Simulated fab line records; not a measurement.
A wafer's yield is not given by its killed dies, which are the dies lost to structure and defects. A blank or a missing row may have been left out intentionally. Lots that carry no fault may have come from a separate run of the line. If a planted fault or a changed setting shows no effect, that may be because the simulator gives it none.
A lot that was struck, set against a sound lot	flow n5_finfet	16 steps out of a route of 1938
Sound: these wafers, L412.3, L412.6. Wafers struck: L402.2, L402.4, L402.5. The cause is named last.
For every step that has rows: the tool of each side, followed by ch and its chambers, followed by its first start. Under that, the readings that differ: sound wafers	struck wafers	difference of the means	sigmas: that difference in standard deviations of wafers without a fault.
alike: words and numbers the same on both sides, and readings whose means are apart by under 2 such deviations; not compared: readings that were withheld, readings missing a value for some wafer, numbers with overlapping values and no deviation given by the record, and bounds like >300 which may hide the same value.
The two part at a step that has a row with sigmas, a row that says differs or no value, or rows on one side only. Numbers that have no deviation but don't overlap get no sigmas and don't part them. A reading missing from all wafers of one side parts the sides only when that side holds two or more wafers.

N5_BEOL_M0_SAQP_STRIP_86: strips in N2/H2.
  sound on rie_diel-03 ch 0,3, day 9 20:52; struck on rie_diel-06 ch 1,2,3, day 7 05:32
reading	sound	struck	difference	sigmas
n2_flow_sccm (sccm)	300.3 298.4	301.8 301.2 300.5	+1.8	+2
  alike: drypump_motor_current_A, oes_product_au, rf_vpp_V, showerhead_plenum_p_Torr, throttle_valve_pct
  not compared: rf_hours_counter_h
then, 2 steps without rows for these wafers: N5_BEOL_M0_SAQP_STRIP_115 (strips in post etch residue remover, time 60 s); N5_BEOL_M0_SAQP_SRD_93 (time 30 s).
N5_BEOL_M0_SAQP_RECESS_114: chemistry HF/NH3, target SiO2, target depth 14.4 nm, afs cycles 3, sublimation time 60 s.
  sound on vapor_etch-02 ch 0,1, day 9 21:07; struck on vapor_etch-02 ch 1, day 7 05:40
  alike: drypump_motor_current_A
then, 3 steps without rows for these wafers: N5_BEOL_M0_SAQP_SPACER1_ALD_98 (deposits SiO2, target thk 12.8 nm, pulse time 1 s, purge time 2 s); N5_BEOL_M0_SAQP_SPACER1_ETCHBACK_99 (etches SiO2 in CHF3/O2, target depth 15.4 nm, time 7.7 s); N5_BEOL_M0_SAQP_MANDREL1_REMOVE_100 (chemistry HBr/Cl2/O2, target a-Si, stops on SiNx, bt time 10 s).
N5_BEOL_M0_SAQP_CD_MEAS_25: target cd 13.1 nm.
  sound on cd_sem-02 ch 0, day 9 22:11; struck on cd_sem-01 ch 0, day 7 06:43
  alike: cd_nm
N5_BEOL_M0_SAQP_ETCH_101: etches SiNx in CH3F/O2, target depth 29.9 nm, time 42.7 s.
  sound on rie_diel-03 ch 0,3, day 9 22:31; struck on rie_diel-05 ch 0,3, day 7 06:47
reading	sound	struck	difference	sigmas
drypump_motor_current_A (A)	5.37 5.25	5.84 5.85 6.10	+0.62	+2
  alike: O2_flow_sccm, oes_product_au, rf_vpp_V, showerhead_plenum_p_Torr, throttle_valve_pct
  not compared: rf_hours_counter_h
N5_BEOL_M0_SAQP_ETCH_102: etches SiO2 in CF4, target depth 4 nm, time 4.4 s.
  sound on rie_si-01 ch 1,3, day 9 22:37; struck on rie_si-01 ch 0,1,3, day 7 06:54
  alike: drypump_motor_current_A, oes_product_au, throttle_valve_pct
  not compared: rf_hours_counter_h
N5_BEOL_M0_SAQP_MANDREL_ETCH_103: etches a-Si in HBr/Cl2, stops on SiCN, target depth 45 nm, bt time 10 s, time 27 s.
  sound on rie_si-01 ch 1,3, day 9 22:38; struck on rie_si-01 ch 0,1,3, day 7 06:56
  alike: drypump_motor_current_A, oes_product_au, throttle_valve_pct
  not compared: rf_hours_counter_h
then, 1 step without rows for these wafers: N5_BEOL_M0_SAQP_RECESS_104 (chemistry HF/NH3, target SiO2, target depth 18 nm, afs cycles 3, sublimation time 60 s).
N5_BEOL_M0_SAQP_COAT_105: time 60 s, resist thk 100 nm.
  sound on litho_track-05 ch 0, day 9 23:07; struck on litho_track-01 ch 0, day 7 07:24
reading	sound	struck	difference	sigmas
spin_speed_rpm (rpm)	1498.9 1501.0	1559.5 1558.0 1558.5	+58.7	+59
model.SOC_of_BEOL_M0_SAQP_COAT_105.thk_nm (nm)	100.2 100.4	98.2 98.2 98.2	-2.1	
  alike: resist_line_temp_C
then, 1 step without rows for these wafers: N5_BEOL_M0_SAQP_ETCH_106 (etches SOC in N2/H2, stops on SiNx, target depth 150 nm).
-- record jumps: 3 days separate the struck wafers' starts on either side; left off in module BEOL_M0_SAQP, taken up again in module BEOL_M4, whose first shown step is the route's number 1111 --
N5_BEOL_M4_RC_MEAS_101:
  sound on prober-02 ch 0, day 12 08:40; struck on prober-02 ch 0, day 9 20:43
reading	sound	struck	difference	sigmas
DIBL_N (mV/V)	33.5 33.7	40.5 37.3 36.8	+4.6	+2
VT_N (mV)	253 255	242 251 249	-7	-2
  alike: DIBL_P, IOFF_N, IOFF_P, ION_N, ION_P, SS_N, SS_P, VT_P
N5_PASSIVATION_PROBE_49:
  the record holds rows for the sound wafers here (prober-01, day 16 08:22) but none for the struck ones

== WHERE THEY PART ==
At N5_BEOL_M0_SAQP_STRIP_86 first; at N5_PASSIVATION_PROBE_49 last (within this record only).

WHY: the cause the simulator had injected
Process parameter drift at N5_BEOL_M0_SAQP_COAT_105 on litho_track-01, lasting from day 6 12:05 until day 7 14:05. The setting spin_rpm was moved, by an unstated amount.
